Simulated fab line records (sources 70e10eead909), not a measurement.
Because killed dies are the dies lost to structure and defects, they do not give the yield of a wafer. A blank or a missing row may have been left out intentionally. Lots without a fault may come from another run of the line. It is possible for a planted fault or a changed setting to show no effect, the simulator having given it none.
Which of the tools did it? + flow nandHarc + 11 lots with 33 wafers sampled at 8 steps, on a route of 1159 steps

## WHAT THE GAUGES READ, wafer by wafer
NHARC_P_STI_CD_MEAS_09 targets a cd of 200 nm. Usual: 199.8 nm for cdNm, sd 1.6.
| lot  | measured    | on       | cdNm (nm)         | flag |
|------|-------------|----------|-------------------|------|
| L139 | day 2 18:54 | cdSem-02 | 196.9 198.9 198.7 |      |
| L140 | day 3 02:04 | cdSem-01 | 200.7 200.8 199.4 |      |
| L141 | day 3 02:02 | cdSem-01 | 200.9 199.0 200.0 |      |
| L144 | day 3 23:20 | cdSem-03 | 100.7 102.8 102.8 | OFF  |
| L145 | day 4 07:01 | cdSem-03 | 200.0 198.4 197.6 |      |
| L146 | day 4 10:52 | cdSem-01 | 123.1 125.7 126.0 | OFF  |
| L149 | day 5 04:37 | cdSem-03 | 131.4 131.7 133.2 | OFF  |
| L153 | day 6 13:10 | cdSem-02 | 200.7 199.2 199.2 |      |
| L154 | day 6 13:12 | cdSem-01 | 199.1 199.8 197.6 |      |
| L158 | day 7 11:00 | cdSem-03 | 201.0 201.6 202.4 |      |
| L159 | day 7 16:46 | cdSem-03 | 198.5 200.9 198.7 |      |

NHARC_P_STI_OVL_MEAS_10. Usual: overlayXNm -1 nm, standard deviation 5.9; overlayYNm 2 nm, standard deviation 7.2.
| lot  | measured    | on         | overlayXNm (nm) | overlayYNm (nm) | flag |
|------|-------------|------------|-----------------|-----------------|------|
| L139 | day 2 18:59 | overlay-01 | -8 -8 -8        | 7 8 7           |      |
| L140 | day 3 02:10 | overlay-01 | -5 -6 -6        | -1 0 0          |      |
| L141 | day 3 02:07 | overlay-02 | -11 -11 -11     | 6 6 6           |      |
| L144 | day 3 23:25 | overlay-01 | 2 2 3           | 0 0 0           |      |
| L145 | day 4 07:06 | overlay-02 | 1 1 1           | 2 2 2           |      |
| L146 | day 4 10:58 | overlay-01 | -2 -2 -2        | -14 -13 -14     |      |
| L149 | day 5 04:42 | overlay-02 | 2 2 2           | 15 14 14        |      |
| L153 | day 6 13:15 | overlay-01 | 0 1 1           | -6 -5 -6        |      |
| L154 | day 6 13:17 | overlay-02 | 9 9 9           | -8 -8 -8        |      |
| L158 | day 7 11:05 | overlay-02 | -4 -3 -4        | 8 8 7           |      |
| L159 | day 7 16:51 | overlay-01 | -5 -5 -5        | -5 -5 -5        |      |

NHARC_P_STI_OCD_MEAS_17. Usual: 157.9 nm for trenchFootCdNm, sd 1.6.
| lot  | measured    | on     | trenchFootCdNm (nm) | flag |
|------|-------------|--------|---------------------|------|
| L139 | day 2 19:41 | ocd-01 | 155.3 157.2 157.5   |      |
| L140 | day 3 02:52 | ocd-02 | 158.9 158.3 156.9   |      |
| L141 | day 3 02:49 | ocd-01 | 158.2 156.8 157.4   |      |
| L144 | day 4 00:07 | ocd-01 | 58.1 61.3 60.4      | OFF  |
| L145 | day 4 07:48 | ocd-02 | 157.7 156.6 155.3   |      |
| L146 | day 4 11:40 | ocd-02 | 80.4 83.7 83.6      | OFF  |
| L149 | day 5 05:25 | ocd-01 | 89.0 90.1 91.0      | OFF  |
| L153 | day 6 13:57 | ocd-01 | 159.4 157.7 157.3   |      |
| L154 | day 6 14:00 | ocd-02 | 157.3 158.7 156.3   |      |
| L158 | day 7 11:47 | ocd-02 | 159.2 160.3 160.5   |      |
| L159 | day 7 17:40 | ocd-02 | 156.9 160.2 156.9   |      |

NHARC_P_STI_OCD_MEAS_43. Usual: 157.9 nm for trenchFootCdNm, sd 1.6.
| lot  | measured    | on     | trenchFootCdNm (nm) | flag |
|------|-------------|--------|---------------------|------|
| L139 | day 2 20:11 | ocd-02 | 155.2 157.0 157.5   |      |
| L140 | day 3 03:22 | ocd-02 | 159.4 158.4 157.0   |      |
| L141 | day 3 03:20 | ocd-01 | 158.2 156.2 157.7   |      |
| L144 | day 4 00:37 | ocd-02 | 58.5 61.0 59.9      | OFF  |
| L145 | day 4 08:19 | ocd-01 | 158.0 157.0 155.1   |      |
| L146 | day 4 12:10 | ocd-01 | 80.6 84.2 84.0      | OFF  |
| L149 | day 5 05:55 | ocd-02 | 88.9 89.2 90.4      | OFF  |
| L153 | day 6 14:28 | ocd-01 | 159.7 157.2 157.8   |      |
| L154 | day 6 14:30 | ocd-02 | 157.3 158.6 156.9   |      |
| L158 | day 7 12:18 | ocd-01 | 159.4 161.0 161.1   |      |
| L159 | day 7 18:11 | ocd-01 | 156.6 159.2 156.9   |      |

NHARC_END_SORT_01. Usual: killedAtArray 25, standard deviation 9.8; killedAtOther 0.8, standard deviation 1.1; killedAtPeriphery 3.3, standard deviation 2.1; killedDies 29, standard deviation 10; killedOpen 3.3, standard deviation 1.8; killedShort 1.9, standard deviation 1.4.
| lot  | measured     | on        | killedAtArray | killedAtOther | killedAtPeriphery | killedDies  | killedOpen | killedShort | flag |
|------|--------------|-----------|---------------|---------------|-------------------|-------------|------------|-------------|------|
| L144 | day 21 08:11 | prober-02 | 22 23 24      | 0 2 1         | 655 652 652       | 677 677 677 | 2 1 6      | 2 2 2       | OFF  |
| L146 | day 21 22:07 | prober-01 | 19 26 19      | 0 0 0         | 658 651 658       | 677 677 677 | 1 4 2      | 0 1 2       | OFF  |
| L149 | day 23 14:49 | prober-01 | 24 27 23      | 1 1 0         | 652 649 654       | 677 677 677 | 3 5 3      | 5 1 0       | OFF  |

## EACH LOT AND THE TOOL THAT RAN IT (in order: tool; ch and the chambers of the sampled wafers; start)
| lot  | NHARC_P_ZERO_WELL_ETCH_63      | NHARC_P_STI_EXPOSE_06           | NHARC_P_STI_ETCH_31                         |
|------|--------------------------------|---------------------------------|---------------------------------------------|
| L139 | rieSi-01 ch 0,1, day 1 19:40   | krfScanner-01 ch 0, day 2 18:44 | rieDiel-07 ch 0,3, day 2 19:41 or earlier   |
| L140 | rieSi-06 ch 0,3, day 2 01:32   | krfScanner-01 ch 0, day 3 01:55 | rieDiel-01 ch 0,1,3, day 3 02:52 or earlier |
| L141 | rieSi-06 ch 1,2,3, day 2 07:39 | krfScanner-01 ch 0, day 3 01:53 | rieDiel-06 ch 0,2, day 3 02:49 or earlier   |
| L144 | rieSi-01 ch 0,1,2, day 3 01:39 | krfScanner-01 ch 0, day 3 23:11 | rieDiel-07 ch 0,1,3, day 4 00:07 or earlier |
| L145 | rieSi-02 ch 1,2, day 3 07:41   | krfScanner-02 ch 0, day 4 06:52 | rieDiel-01 ch 0,3, day 4 07:48 or earlier   |
| L146 | rieSi-01 ch 0,2,3, day 3 13:38 | krfScanner-01 ch 0, day 4 10:43 | rieDiel-06 ch 1,3, day 4 11:40 or earlier   |
| L149 | rieSi-01 ch 1,2, day 4 07:40   | krfScanner-01 ch 0, day 5 04:28 | rieDiel-07 ch 0,1,2, day 5 05:25 or earlier |
| L153 | rieSi-02 ch 0,1,2, day 5 08:02 | krfScanner-02 ch 0, day 6 13:01 | rieDiel-06 ch 0,1,2, day 6 13:57 or earlier |
| L154 | rieSi-01 ch 0,2,3, day 5 13:40 | krfScanner-02 ch 0, day 6 13:03 | rieDiel-01 ch 0,2,3, day 6 14:00 or earlier |
| L158 | rieSi-02 ch 0,3, day 6 13:47   | krfScanner-02 ch 0, day 7 10:51 | rieDiel-07 ch 2,3, day 7 11:47 or earlier   |
| L159 | rieSi-02 ch 0,3, day 6 19:40   | krfScanner-03 ch 0, day 7 16:37 | rieDiel-01 ch 2, day 7 17:17                |
- NHARC_P_ZERO_WELL_ETCH_63: etches the open film in HBr/Cl2, target depth 120 nm, time 40.1 s.
- NHARC_P_STI_EXPOSE_06: exposes mask P STI, target cd 200 nm.
- NHARC_P_STI_ETCH_31: etches the open film in CF4/CHF3, target depth 108.9 nm, time 54.5 s.

## WHAT THE TOOLS THEMSELVES READ (means of the sampled wafers that have a number; where no wafer has one, the mark that the record gives instead)
NHARC_P_ZERO_WELL_ETCH_63. Usual: drypumpMotorCurrentA 5.7 A, standard deviation 0.56; heBacksideLeakSccm 2.69 sccm, standard deviation 0.25; oesProductAu 0.999 a.u., standard deviation 0.0073; throttleValvePct 26.406 %, standard deviation 0.009.
| lot  | tool     | drypumpMotorCurrentA (A) | heBacksideLeakSccm (sccm) | oesProductAu (a.u.) | throttleValvePct (%) | flag |
|------|----------|--------------------------|---------------------------|---------------------|----------------------|------|
| L139 | rieSi-01 | 5.8                      | 2.98                      | 0.995               | 26.410               |      |
| L140 | rieSi-06 | 5.5                      | 2.52                      | 1.006               | 26.407               |      |
| L141 | rieSi-06 | 5.7                      | 2.56                      | 0.997               | 26.406               |      |
| L144 | rieSi-01 | 5.9                      | 2.75                      | 0.994               | 26.414               |      |
| L145 | rieSi-02 | 5.9                      | 2.79                      | 0.993               | 26.401               |      |
| L146 | rieSi-01 | 5.7                      | 2.57                      | 0.992               | 26.404               |      |
| L149 | rieSi-01 | 6.1                      | 2.91                      | 0.999               | 26.408               |      |
| L153 | rieSi-02 | 5.7                      | 2.78                      | 0.999               | 26.411               |      |
| L154 | rieSi-01 | 5.7                      | 2.63                      | 0.989               | 26.415               |      |
| L158 | rieSi-02 | 5.1                      | 2.73                      | 0.995               | 26.405               |      |
| L159 | rieSi-02 | 5.0                      | 2.68                      | 0.994               | 26.407               |      |

NHARC_P_STI_EXPOSE_06. Usual: 37.72 for exposureDoseMJCm2, sd 0.081.
| lot  | tool          | exposureDoseMJCm2 | flag |
|------|---------------|-------------------|------|
| L139 | krfScanner-01 | 37.76             |      |
| L140 | krfScanner-01 | 37.86             |      |
| L141 | krfScanner-01 | 37.85             |      |
| L144 | krfScanner-01 | 24.11             | OFF  |
| L145 | krfScanner-02 | 37.68             |      |
| L146 | krfScanner-01 | 26.85             | OFF  |
| L149 | krfScanner-01 | 27.76             | OFF  |
| L153 | krfScanner-02 | 37.66             |      |
| L154 | krfScanner-02 | 37.68             |      |
| L158 | krfScanner-02 | 37.64             |      |
| L159 | krfScanner-03 | 37.66             |      |

NHARC_P_STI_ETCH_31. Usual: drypumpMotorCurrentA 5.6 A, standard deviation 0.45; oesProductAu 0.967 a.u., standard deviation 0.012; rfVppV 371.5 V, standard deviation 2; showerheadPlenumPTorr 1.60 Torr, standard deviation 0.056; throttleValvePct 16.802 %, standard deviation 0.01.
| lot  | tool       | drypumpMotorCurrentA (A) | oesProductAu (a.u.) | rfVppV (V) | showerheadPlenumPTorr (Torr) | throttleValvePct (%) | flag |
|------|------------|--------------------------|---------------------|------------|------------------------------|----------------------|------|
| L139 | rieDiel-07 | 5.9                      | 0.974               | 371.1      | 1.59                         | 16.793               |      |
| L140 | rieDiel-01 | 5.4                      | 0.961               | 373.2      | 1.62                         | 16.803               |      |
| L141 | rieDiel-06 | 5.8                      | 0.968               | 370.4      | 1.57                         | 16.802               |      |
| L144 | rieDiel-07 | 6.1                      | 0.964               | 371.0      | 1.57                         | 16.799               |      |
| L145 | rieDiel-01 | 5.4                      | 0.969               | 372.1      | 1.63                         | 16.800               |      |
| L146 | rieDiel-06 | 5.6                      | 0.976               | 368.4      | 1.53                         | 16.800               |      |
| L149 | rieDiel-07 | 5.9                      | 0.967               | 371.2      | 1.59                         | 16.806               |      |
| L153 | rieDiel-06 | 5.6                      | 0.966               | 369.8      | 1.54                         | 16.801               |      |
| L154 | rieDiel-01 | 5.4                      | 0.976               | 373.2      | 1.66                         | 16.789               |      |
| L158 | rieDiel-07 | 5.5                      | 0.968               | 372.0      | 1.61                         | 16.797               |      |
| L159 | rieDiel-01 | 5.3                      | 0.942               | 374.0      | 1.69                         | 16.813               |      |

## THE ANSWER, worked out from the rows above alone
Rule: take the mean of a lot's wafers that have a number; if it is more than 3 standard deviations from the usual mean, the lot is off. A lot without any number at a reading at which 4 lots or more have one is off too. All remaining lots with rows at the step are treated as sound. First the gauges in route order, then the tools' own readings, where a lot's mean is used as printed above. The first step at which some lot is off is used, and at that step the reading that is off furthest; a lot without a number counts as furthest.
Off at NHARC_P_STI_CD_MEAS_09 (cdNm): L144, L146, L149.
If a tool, at a process step before that reading, ran all the lots that are off and no sound lot after the first of them, it fits. The gauges at NHARC_P_STI_CD_MEAS_09 aren't tried: what is off there is off at NHARC_P_STI_OCD_MEAS_17 too, on other tools, and a gauge's error can't cause that. One candidate fits, namely krfScanner-01 at NHARC_P_STI_EXPOSE_06. A fault onset in the window from L140 (day 3 01:55, its last sound lot) to L144 (day 3 23:11, its first lot off) fits.
The tool's own readings at NHARC_P_STI_EXPOSE_06 bear it out: on the lots that are off they differ by more than 5 times the standard deviation of the sound lots' means. exposureDoseMJCm2 reads 26.24 there against 37.72 on the sound lots.

## WHAT HAD BEEN PUT IN BY THE SIMULATOR
Process parameters drifting: krfScanner-01 at NHARC_P_STI_EXPOSE_06, beginning at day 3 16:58. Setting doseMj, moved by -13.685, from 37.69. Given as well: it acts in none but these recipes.
Struck lots among those shown: L144, L146, L149. Same finding as the rule above.
